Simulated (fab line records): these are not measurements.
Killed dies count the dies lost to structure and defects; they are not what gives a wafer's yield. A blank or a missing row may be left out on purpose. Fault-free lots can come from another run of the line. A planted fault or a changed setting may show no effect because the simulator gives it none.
Matching of chambers -- flow n5-finfet -- rie-diel-03 running N5_PMOS_HMC_CHANNEL_EPI_HM_OPEN_15: 4 sister chambers
The step chemistry CHF3/O2, target SiO2, target depth 40.6 nm, time 20.3 s. 20 wafers are shown with their chamber, then 10 later ones without.

EACH WAFER AND ITS CHAMBER
wafer,chamber,showerhead-plenum-p-Torr (Torr),rf-vpp-V (V),drypump-motor-current-A (A)
L075.1,3,2.25,521,5.2
L075.2,0,2.49,530,5.4
L075.3,1,2.52,528,5.5
L075.4,3,2.25,521,5.2
L075.5,1,2.52,528,5.5
L075.6,0,2.49,530,5.4
L079.1,1,2.51,528,5.5
L079.4,1,2.51,528,5.5
L079.6,3,2.25,522,5.2
L082.1,0,2.49,529,5.4
L082.2,1,2.51,528,5.4
L082.3,3,2.25,521,5.2
L082.4,0,2.49,530,5.4
L082.5,1,2.51,528,5.4
L082.6,3,2.25,521,5.2
L086.1,0,2.48,528,5.4
L086.2,3,2.24,521,5.3
L086.4,1,2.51,530,5.5
L089.1,0,2.48,529,5.4
L089.2,2,2.51,522,5.2

SIGNATURES (means of the wafers above)
reading,chamber 0,chamber 1,chamber 2,chamber 3,scatter within a chamber
showerhead-plenum-p-Torr,2.4867,2.5129,2.5100,2.2483,0.00474
rf-vpp-V,529.33,528.29,522.00,521.17,0.689
drypump-motor-current-A,5.400,5.471,5.200,5.217,0.0376
Rule: a wafer lies at a distance from a chamber equal to the root of the sum of squares, over the readings, of (its reading less the chamber's mean, divided by the reading's scatter). The wafer belongs to the nearest chamber; if the next one is less than 2 further off, it can't be placed. The scatter: the root of (the sum of the squares of (reading less its chamber's mean) over the shown wafers, divided by (wafers less chambers)).

WAFERS WITH NO CHAMBER GIVEN
wafer,showerhead-plenum-p-Torr (Torr),rf-vpp-V (V),drypump-motor-current-A (A)
L089.3,2.24,521,5.2
L089.4,2.24,520,5.2
L089.5,2.51,522,5.2
L089.6,2.48,527,5.3
L091.4,2.24,521,5.2
L091.5,2.51,522,5.1
L091.6,2.48,528,5.4
L097.1,2.50,529,5.4
L097.4,2.23,521,5.2
L097.5,2.50,522,5.2

THE CHAMBER EACH PASSED THROUGH
wafer,from the rows above,in truth
L089.3,3,3
L089.4,3,3
L089.5,2,2
L089.6,0,0
L091.4,3,3
L091.5,2,2
L091.6,0,0
L097.1,can't be placed: 0 or 1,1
L097.4,3,3
L097.5,2,2
Correctly placed: 9 of 10. From these rows, 1 cannot be placed; in 1 the true chamber is one of the candidates. 0 placed wrongly.
